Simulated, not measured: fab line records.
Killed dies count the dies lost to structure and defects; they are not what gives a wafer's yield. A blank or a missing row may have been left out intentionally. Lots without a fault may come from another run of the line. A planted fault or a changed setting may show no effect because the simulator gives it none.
Which of the tools did it?    flow n5_finfet    8 lots, 24 wafers sampled, at 6 steps of a route of 1938

== WHAT EACH GAUGE READ, for each wafer ==
N5_BEOL_M3_OCD_MEAS_38. Usual: 55.5 nm for trench_depth_nm, sd 0.96.
lot   measured      on      trench_depth_nm (nm)  flag
L132  day 7 20:51   ocd-02  55.8 56.4 57.0        
L133  day 7 21:30   ocd-01  54.5 55.4 56.2        
L140  day 10 04:14  ocd-02  37.7 55.8 56.0        OFF
L141  day 10 18:43  ocd-01  38.2 57.2 55.9        OFF
L149  day 12 06:57  ocd-01  57.4 56.1 56.0        
L150  day 12 11:11  ocd-01  55.2 54.7 55.3        
L151  day 13 02:20  ocd-01  54.5 56.2 54.8        
L152  day 13 12:31  ocd-02  56.7 56.5 56.7        

N5_BEOL_M3_CD_MEAS_35: target cd 18 nm, target cd y 21 nm. Usual: 18.1 nm for cd_nm, sd 0.32.
lot   measured      on         cd_nm (nm)      flag
L132  day 7 21:00   cd_sem-01  18.0 18.1 18.1  
L133  day 7 21:39   cd_sem-03  17.8 17.5 17.7  
L140  day 10 04:23  cd_sem-02  18.0 17.9 18.2  
L141  day 10 18:53  cd_sem-03  18.2 18.4 18.1  
L149  day 12 07:06  cd_sem-03  18.7 17.9 17.8  
L150  day 12 11:20  cd_sem-02  18.0 18.3 18.1  
L151  day 13 02:29  cd_sem-02  18.2 18.6 18.0  
L152  day 13 12:40  cd_sem-01  18.2 18.0 18.4  

N5_BEOL_M4_RC_MEAS_101. Usual: DIBL_N 35.8 mV/V, standard deviation 1.8; DIBL_P 35.9 mV/V, standard deviation 2.2; IOFF_N 0.16 nA/um, standard deviation 0.035; IOFF_P 0.21 nA/um, standard deviation 0.04; ION_N 672 uA/um, standard deviation 11; ION_P 461 uA/um, standard deviation 7.4; SS_N 71.4 mV/dec, standard deviation 0.64; SS_P 73.2 mV/dec, standard deviation 0.67; VT_N 250 mV, standard deviation 3.5; VT_P -251 mV, standard deviation 3.4.
lot   measured      on         DIBL_N (mV/V)   DIBL_P (mV/V)   IOFF_N (nA/um)  IOFF_P (nA/um)  ION_N (uA/um)  ION_P (uA/um)  SS_N (mV/dec)   SS_P (mV/dec)   VT_N (mV)    VT_P (mV)       flag
L132  day 8 15:26   prober-02  36.6 32.9 34.7  36.8 32.4 33.6  0.18 0.12 0.14  0.25 0.18 0.18  683 659 665    471 458 454    72.0 70.8 71.4  73.6 72.4 72.8  245 255 249  -246 -251 -250  
L133  day 8 20:38   prober-02  37.6 34.5 35.5  39.3 35.6 37.1  0.21 0.15 0.17  0.27 0.21 0.24  679 670 676    467 459 473    72.1 71.0 71.4  73.9 72.9 73.0  247 250 251  -246 -247 -248  
L140  day 10 22:46  prober-02  35.6 38.5 37.0  35.6 39.2 37.5  0.14 0.19 0.18  0.18 0.24 0.21  674 682 685    455 459 465    71.6 72.2 72.7  73.2 73.4 73.6  249 249 249  -251 -249 -250  
L141  day 11 11:02  prober-02  39.1 34.3 34.8  39.8 33.5 35.5  0.23 0.12 0.14  0.27 0.17 0.20  690 665 667    472 457 463    72.2 70.7 70.3  73.6 73.1 72.8  244 254 252  -248 -252 -248  
L149  day 12 18:34  prober-02  35.1 36.7 34.3  36.4 38.3 35.3  0.15 0.19 0.14  0.23 0.26 0.21  668 679 669    461 472 466    71.7 72.2 71.8  73.3 72.9 72.9  248 246 252  -248 -245 -248  
L150  day 12 23:56  prober-01  37.1 36.5 33.7  37.8 36.8 32.5  0.17 0.15 0.11  0.21 0.20 0.15  679 674 660    458 468 454    72.1 71.4 70.9  74.1 73.9 72.8  246 251 255  -251 -255 -255  
L151  day 13 21:09  prober-02  35.9 35.5 35.3  34.6 34.3 33.3  0.14 0.14 0.12  0.20 0.20 0.19  676 683 669    467 466 464    70.8 71.0 70.5  73.0 72.3 72.7  249 249 254  -252 -251 -252  
L152  day 13 23:44  prober-02  34.4 35.2 32.4  33.0 34.1 30.8  0.11 0.12 0.09  0.17 0.18 0.14  659 658 653    459 459 453    70.6 71.7 70.3  72.5 72.9 71.6  255 255 257  -251 -253 -255  

== TOOL THAT RAN EACH LOT (tool first, then ch and the chambers of the sampled wafers, then the start) ==
lot   N5_BEOL_M3_DESCUM_33                N5_BEOL_M3_ETCHBACK_99              N5_BEOL_M3_TRENCH_ETCH_37
L132  rie_diel-06 ch 1,2,3, day 7 19:07   rie_diel-06 ch 0,2,3, day 7 20:28   rie_diel-06 ch 0,2,3, day 7 20:41
L133  rie_diel-03 ch 0,2,3, day 7 20:48   rie_diel-06 ch 1,2,3, day 7 21:06   rie_diel-06 ch 1,2,3, day 7 21:20
L140  rie_diel-06 ch 0,2,3, day 10 03:35  rie_diel-06 ch 0,2, day 10 03:50    rie_diel-06 ch 0,2, day 10 04:04
L141  rie_diel-03 ch 0,1,2, day 10 06:44  rie_diel-06 ch 0,2,3, day 10 18:19  rie_diel-06 ch 0,2,3, day 10 18:34
L149  rie_diel-01 ch 0,2,3, day 12 00:49  rie_diel-01 ch 0,2,3, day 12 06:34  rie_diel-01 ch 0,2,3, day 12 06:47
L150  rie_diel-01 ch 0,1,2, day 12 01:19  rie_diel-03 ch 0,1,3, day 12 10:47  rie_diel-03 ch 0,1,3, day 12 11:02
L151  rie_diel-01 ch 0,3, day 13 01:22    rie_diel-03 ch 0,1,3, day 13 01:56  rie_diel-03 ch 0,1,3, day 13 02:11
L152  rie_diel-03 ch 0,3, day 13 02:59    rie_diel-01 ch 0,3, day 13 12:08    rie_diel-01 ch 0,3, day 13 12:22
- N5_BEOL_M3_DESCUM_33: chemistry O2, time 7 s.
- N5_BEOL_M3_ETCHBACK_99: etches SiO2 in CHF3, target depth 5 nm, time 10.4 s.
- N5_BEOL_M3_TRENCH_ETCH_37: etches SiOC in C4F6/O2, target depth 55.555 nm, time 29.2 s.

== WHAT THE TOOLS THEMSELVES READ (means of the sampled wafers that have a number; where no wafer has one, the mark that the record gives instead) ==
N5_BEOL_M3_DESCUM_33. Usual: drypump_motor_current_A 5.8 A, standard deviation 0.49; oes_product_au 0.79 a.u., standard deviation 0.084; rf_vpp_V 242.4 V, standard deviation 1.1; showerhead_plenum_p_Torr 2.04 Torr, standard deviation 0.055; throttle_valve_pct 20.45 %, standard deviation 0.26.
lot   tool         drypump_motor_current_A (A)  oes_product_au (a.u.)  rf_vpp_V (V)  showerhead_plenum_p_Torr (Torr)  throttle_valve_pct (%)  flag
L132  rie_diel-06  5.4                          0.74                   242.2         2.02                             20.45                   
L133  rie_diel-03  5.5                          0.79                   242.9         2.07                             20.63                   
L140  rie_diel-06  5.7                          0.77                   242.8         2.04                             20.46                   
L141  rie_diel-03  5.8                          0.76                   243.6         2.09                             20.79                   
L149  rie_diel-01  6.3                          0.82                   242.1         2.07                             20.55                   
L150  rie_diel-01  6.0                          0.86                   241.9         2.04                             20.41                   
L151  rie_diel-01  6.3                          0.81                   242.5         2.07                             20.54                   
L152  rie_diel-03  5.4                          0.75                   242.1         2.03                             20.55                   

N5_BEOL_M3_ETCHBACK_99. Usual: drypump_motor_current_A 5.7 A, standard deviation 0.48; oes_product_au 0.78 a.u., standard deviation 0.079; rf_vpp_V 239 V, standard deviation 4.2; showerhead_plenum_p_Torr 2.10 Torr, standard deviation 0.039; throttle_valve_pct 17.12 %, standard deviation 0.21.
lot   tool         drypump_motor_current_A (A)  oes_product_au (a.u.)  rf_vpp_V (V)  showerhead_plenum_p_Torr (Torr)  throttle_valve_pct (%)  flag
L132  rie_diel-06  5.7                          0.79                   238           2.10                             17.09                   
L133  rie_diel-06  5.4                          0.74                   240           2.09                             17.17                   
L140  rie_diel-06  5.9                          0.77                   235           2.12                             17.17                   
L141  rie_diel-06  5.7                          0.77                   238           2.09                             17.13                   
L149  rie_diel-01  6.3                          0.82                   237           2.11                             17.04                   
L150  rie_diel-03  5.6                          0.83                   244           2.10                             17.13                   
L151  rie_diel-03  5.5                          0.83                   244           2.10                             17.13                   
L152  rie_diel-01  6.3                          0.81                   234           2.11                             17.04                   

N5_BEOL_M3_TRENCH_ETCH_37. Usual: C4F6_flow_sccm 10.00 sccm, standard deviation 0.031; O2_flow_sccm 10.001 sccm, standard deviation 0.028; drypump_motor_current_A 5.7 A, standard deviation 0.48; oes_f_703_au 0.79 a.u., standard deviation 0.08; oes_o_777_au 0.78 a.u., standard deviation 0.081; oes_product_au 0.78 a.u., standard deviation 0.08; rf_fwd_power_W 349.7 W, standard deviation 1.9; rf_vpp_V 660 V, standard deviation 12; showerhead_plenum_p_Torr 2.78 Torr, standard deviation 0.051; throttle_valve_pct 20.91 %, standard deviation 0.2.
lot   tool         C4F6_flow_sccm (sccm)  O2_flow_sccm (sccm)  drypump_motor_current_A (A)  oes_f_703_au (a.u.)  oes_o_777_au (a.u.)  oes_product_au (a.u.)  rf_fwd_power_W (W)  rf_vpp_V (V)  showerhead_plenum_p_Torr (Torr)  throttle_valve_pct (%)  flag
L132  rie_diel-06  10.02                  9.963                5.7                          0.79                 0.80                 0.79                   349.2               657           2.78                             20.88                   
L133  rie_diel-06  10.01                  10.026               5.4                          0.74                 0.74                 0.73                   348.1               661           2.76                             20.95                   
L140  rie_diel-06  9.99                   9.988                5.9                          0.69                 0.70                 0.71                   276.6               695           2.81                             20.95                   OFF
L141  rie_diel-06  9.97                   10.023               5.7                          0.67                 0.68                 0.72                   278.0               701           2.77                             20.89                   OFF
L149  rie_diel-01  9.98                   10.001               6.3                          0.84                 0.85                 0.82                   351.4               656           2.79                             20.85                   
L150  rie_diel-03  9.97                   10.001               5.6                          0.83                 0.83                 0.83                   350.6               676           2.78                             20.92                   
L151  rie_diel-03  9.98                   9.971                5.6                          0.81                 0.82                 0.83                   350.5               675           2.78                             20.91                   
L152  rie_diel-01  10.00                  10.006               6.3                          0.82                 0.83                 0.81                   349.5               647           2.79                             20.82                   

== THE ANSWER, worked out from the rows above alone ==
Rule: lot off if the mean of its wafers having a number is beyond 3 standard deviations from the usual mean. A lot without any number at a reading at which 4 lots or more have one is off too. Any other lot the step has rows for is counted as sound. First the gauges in route order, then the tools' own readings, where a lot's mean is used as printed above. At the first step where some lot is off, the reading lying furthest off is the one used; lots without a number count as furthest.
Off: L140, L141 (N5_BEOL_M3_OCD_MEAS_38, trench_depth_nm).
A tool fits if, at a process step before that reading, it ran every lot that is off, and no sound lot after the first of them. Not tried: the gauges at N5_BEOL_M3_OCD_MEAS_38; whatever is off there is also off at N5_BEOL_M3_TRENCH_ETCH_37, on other tools, and gauge error can't account for it. One fits: rie_diel-06 at N5_BEOL_M3_ETCHBACK_99 and N5_BEOL_M3_TRENCH_ETCH_37. At N5_BEOL_M3_ETCHBACK_99 its last sound lot is L133 (day 7 21:06), its first lot that is off L140 (day 10 03:50): a fault that began between those two fits.

== WHAT HAD BEEN PUT IN BY THE SIMULATOR ==
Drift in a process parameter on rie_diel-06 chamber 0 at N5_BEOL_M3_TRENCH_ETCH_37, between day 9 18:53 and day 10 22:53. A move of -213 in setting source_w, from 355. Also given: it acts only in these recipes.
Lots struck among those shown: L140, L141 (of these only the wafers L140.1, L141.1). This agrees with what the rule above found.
